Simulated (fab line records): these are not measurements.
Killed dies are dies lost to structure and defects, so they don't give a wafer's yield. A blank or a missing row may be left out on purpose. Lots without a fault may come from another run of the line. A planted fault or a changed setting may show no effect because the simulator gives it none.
Lot-split experiment + flow n5-finfet + 7 lots, 21 wafers read, on a route of 1938 steps

SPLIT DETAILS
At N5_BEOL_M5_COAT_66 (time 60 s, resist thk 12 nm), the setting spin-rpm was moved away from the recipe's 1500 rpm on 7 of the 21 wafers read, by -6.5% to +8.4%. The other wafers ran this setting at the recipe's value.

FROM THE SPLIT TO THE READING: what the file shows between them, 4 steps
- N5_BEOL_M5_COAT_74: time 60 s, resist thk 5 nm
- N5_BEOL_M5_COAT_22: resist thk 30 nm
- N5_BEOL_M5_DESCUM_33: chemistry O2, time 7 s
- N5_BEOL_M5_ETCH_75: etches underlayer in N2/H2, target depth 6.5 nm, time 5.2 s

THE READING
etch.depth-nm (the simulator's own value, which no gauge read), in nm, at N5_BEOL_M5_ETCH_67 (etches SiARC in CF4, target depth 15.6 nm, time 26 s). There is no usual value for it anywhere in the file. Here, 14 wafers ran the recipe; their average is 12.01 nm with a standard deviation of 0.037 nm.

| wafer  | tool, chamber at the split | spin-rpm as run, rpm | against the recipe | etch.depth-nm, nm | against lot-mates on the recipe |
|--------|----------------------------|----------------------|--------------------|-------------------|---------------------------------|
| L075.3 | litho-track-02, 0          | 1626                 | +8.4%              | 11.53             | -0.49                           |
| L075.4 | litho-track-02, 0          | 1500                 | recipe             | 12.02             | -                               |
| L075.5 | litho-track-02, 0          | 1500                 | recipe             | 12.03             | -                               |
| L077.2 | litho-track-02, 0          | 1500                 | recipe             | 11.94             | -                               |
| L077.5 | litho-track-02, 0          | 1500                 | recipe             | 11.94             | -                               |
| L077.3 | litho-track-02, 0          | 1558                 | +3.9%              | 11.72             | -0.22                           |
| L081.1 | litho-track-05, 0          | 1500                 | recipe             | 12.05             | -                               |
| L081.2 | litho-track-05, 0          | 1437                 | -4.2%              | 12.32             | +0.27                           |
| L081.3 | litho-track-05, 0          | 1437                 | -4.2%              | 12.31             | +0.26                           |
| L082.1 | litho-track-02, 0          | 1500                 | recipe             | 12                | -                               |
| L082.4 | litho-track-02, 0          | 1500                 | recipe             | 12.01             | -                               |
| L082.5 | litho-track-02, 0          | 1403                 | -6.5%              | 12.43             | +0.43                           |
| L084.4 | litho-track-05, 0          | 1500                 | recipe             | 11.97             | -                               |
| L084.5 | litho-track-05, 0          | 1425                 | -5.0%              | 12.29             | +0.32                           |
| L084.6 | litho-track-05, 0          | 1425                 | -5.0%              | 12.26             | +0.29                           |
| L090.1 | litho-track-02, 0          | 1500                 | recipe             | 12.05             | -                               |
| L090.3 | litho-track-02, 0          | 1500                 | recipe             | 12.03             | -                               |
| L090.4 | litho-track-02, 0          | 1500                 | recipe             | 12.06             | -                               |
| L093.2 | litho-track-01, 0          | 1500                 | recipe             | 12.02             | -                               |
| L093.4 | litho-track-01, 0          | 1500                 | recipe             | 11.99             | -                               |
| L093.5 | litho-track-01, 0          | 1500                 | recipe             | 12.03             | -                               |

THE FIT
A straight line over all 21 wafers: etch.depth-nm changes by -0.0615 nm for each +1% of spin-rpm; r = -0.98; the points scatter about the line by 0.041 nm.
The same after taking each lot's own level away (the mean of its wafers on the recipe; 21 wafers): -0.0611 nm for each +1%; r = -1.00; scatter 0.013 nm.
On that fit, the largest move of spin-rpm shifts the reading by 0.51 nm.
Across the lots, their own levels run from 11.940 to 12.050 nm, a range of 3.0 times the standard deviation given above.
The two slopes agree, so the slope changes little with the lot-to-lot level.
Check: -0.52 nm against its lot-mates is what the line predicts for one of the wafers moved furthest among these (+8.4%) when that wafer is left out of the fit. Against them it came out at -0.495 nm.

THE WHOLE CHAIN: every reading that the file lists as answering this split, in the file's order
| step               | what it does                                         | reading                                                                          | change (the file's fit)                | r (the file's) |
|--------------------|------------------------------------------------------|----------------------------------------------------------------------------------|----------------------------------------|----------------|
| N5_BEOL_M5_COAT_66 | time 60 s, resist thk 12 nm                          | SiARC_of_BEOL_M5_COAT_66.thk-nm (the simulator's own value, which no gauge read) | -0.0553 nm for each +1% of the setting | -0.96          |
| N5_BEOL_M5_ETCH_67 | etches SiARC in CF4, target depth 15.6 nm, time 26 s | etch.depth-nm (the simulator's own value, which no gauge read)                   | -0.061 nm for each +1% of the setting  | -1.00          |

FILE'S OWN FIT
etch.depth-nm changes by -0.061 nm for each +1% of spin-rpm, r = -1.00.
